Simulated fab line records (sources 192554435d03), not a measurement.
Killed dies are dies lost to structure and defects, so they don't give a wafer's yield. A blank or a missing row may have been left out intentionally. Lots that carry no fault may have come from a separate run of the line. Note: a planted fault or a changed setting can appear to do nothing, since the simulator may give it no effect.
Matching of chambers || flow n5_finfet || N5_BEOL_M7_CURE_75 on uv_cure-02: 3 sister chambers
The step cures SiCOH lowk, time 120 s. 18 wafers are shown with their chamber, then 9 later ones without.

WAFERS PAIRED WITH THEIR CHAMBERS
{"wafer": "L074.1", "chamber": 0, "wafer_temp_C_max": 371.5, "lamp_power_pct (%)": 52.29}
{"wafer": "L074.2", "chamber": 0, "wafer_temp_C_max": 371.3, "lamp_power_pct (%)": 52.37}
{"wafer": "L074.3", "chamber": 0, "wafer_temp_C_max": 371.6, "lamp_power_pct (%)": 52.16}
{"wafer": "L074.4", "chamber": 0, "wafer_temp_C_max": 371.5, "lamp_power_pct (%)": 52.26}
{"wafer": "L074.5", "chamber": 0, "wafer_temp_C_max": 372.1, "lamp_power_pct (%)": 52.40}
{"wafer": "L074.6", "chamber": 0, "wafer_temp_C_max": 371.5, "lamp_power_pct (%)": 52.20}
{"wafer": "L075.1", "chamber": 1, "wafer_temp_C_max": 372.5, "lamp_power_pct (%)": 52.29}
{"wafer": "L075.2", "chamber": 1, "wafer_temp_C_max": 371.4, "lamp_power_pct (%)": 52.33}
{"wafer": "L075.6", "chamber": 1, "wafer_temp_C_max": 372.0, "lamp_power_pct (%)": 52.21}
{"wafer": "L079.2", "chamber": 0, "wafer_temp_C_max": 371.3, "lamp_power_pct (%)": 52.43}
{"wafer": "L079.5", "chamber": 0, "wafer_temp_C_max": 370.9, "lamp_power_pct (%)": 52.31}
{"wafer": "L079.6", "chamber": 0, "wafer_temp_C_max": 371.9, "lamp_power_pct (%)": 52.22}
{"wafer": "L081.4", "chamber": 2, "wafer_temp_C_max": 371.2, "lamp_power_pct (%)": 52.40}
{"wafer": "L081.5", "chamber": 2, "wafer_temp_C_max": 371.1, "lamp_power_pct (%)": 52.36}
{"wafer": "L081.6", "chamber": 2, "wafer_temp_C_max": 371.1, "lamp_power_pct (%)": 52.33}
{"wafer": "L082.2", "chamber": 2, "wafer_temp_C_max": 371.8, "lamp_power_pct (%)": 52.42}
{"wafer": "L082.4", "chamber": 2, "wafer_temp_C_max": 372.0, "lamp_power_pct (%)": 52.29}
{"wafer": "L082.5", "chamber": 2, "wafer_temp_C_max": 371.3, "lamp_power_pct (%)": 52.33}

SIGNATURES (means of the wafers above)
{"reading": "wafer_temp_C_max", "chamber 0": 371.511, "chamber 1": 371.967, "chamber 2": 371.417, "scatter within a chamber": 0.394}
{"reading": "lamp_power_pct", "chamber 0": 52.2933, "chamber 1": 52.2767, "chamber 2": 52.3550, "scatter within a chamber": 0.0768}
Rule: distance of a wafer from a chamber = root of the sum over the readings of ((wafer's reading minus chamber's mean) / reading's scatter) squared. The wafer belongs to the nearest chamber; if the next one is less than 2 further off, it can't be placed. The scatter: take each reading less its chamber's mean, square it, sum over the shown wafers, divide by the number of wafers less the number of chambers, and take the root.

WAFERS MISSING THEIR CHAMBER
{"wafer": "L087.1", "wafer_temp_C_max": 371.5, "lamp_power_pct (%)": 52.35}
{"wafer": "L087.3", "wafer_temp_C_max": 371.9, "lamp_power_pct (%)": 52.26}
{"wafer": "L087.4", "wafer_temp_C_max": 371.4, "lamp_power_pct (%)": 52.21}
{"wafer": "L095.2", "wafer_temp_C_max": 371.7, "lamp_power_pct (%)": 52.30}
{"wafer": "L095.3", "wafer_temp_C_max": 371.6, "lamp_power_pct (%)": 52.26}
{"wafer": "L095.6", "wafer_temp_C_max": 372.4, "lamp_power_pct (%)": 52.29}
{"wafer": "L097.1", "wafer_temp_C_max": 371.2, "lamp_power_pct (%)": 52.25}
{"wafer": "L097.3", "wafer_temp_C_max": 372.0, "lamp_power_pct (%)": 52.33}
{"wafer": "L097.4", "wafer_temp_C_max": 372.3, "lamp_power_pct (%)": 52.33}

EACH ONE'S CHAMBER
{"wafer": "L087.1", "from the rows above": "can't be placed: 2 or 0 or 1", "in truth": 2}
{"wafer": "L087.3", "from the rows above": "can't be placed: 1 or 0 or 2", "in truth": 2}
{"wafer": "L087.4", "from the rows above": "can't be placed: 0 or 1 or 2", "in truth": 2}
{"wafer": "L095.2", "from the rows above": "can't be placed: 0 or 1 or 2", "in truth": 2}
{"wafer": "L095.3", "from the rows above": "can't be placed: 0 or 1 or 2", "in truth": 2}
{"wafer": "L095.6", "from the rows above": "can't be placed: 1 or 0 or 2", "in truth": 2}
{"wafer": "L097.1", "from the rows above": "can't be placed: 0 or 2 or 1", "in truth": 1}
{"wafer": "L097.3", "from the rows above": "can't be placed: 1 or 0 or 2", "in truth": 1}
{"wafer": "L097.4", "from the rows above": "can't be placed: 1 or 0 or 2", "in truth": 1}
0 of 9 placed correctly. Can't be placed from these rows: 9 (the true chamber is among the candidates in 9). 0 placed wrongly.
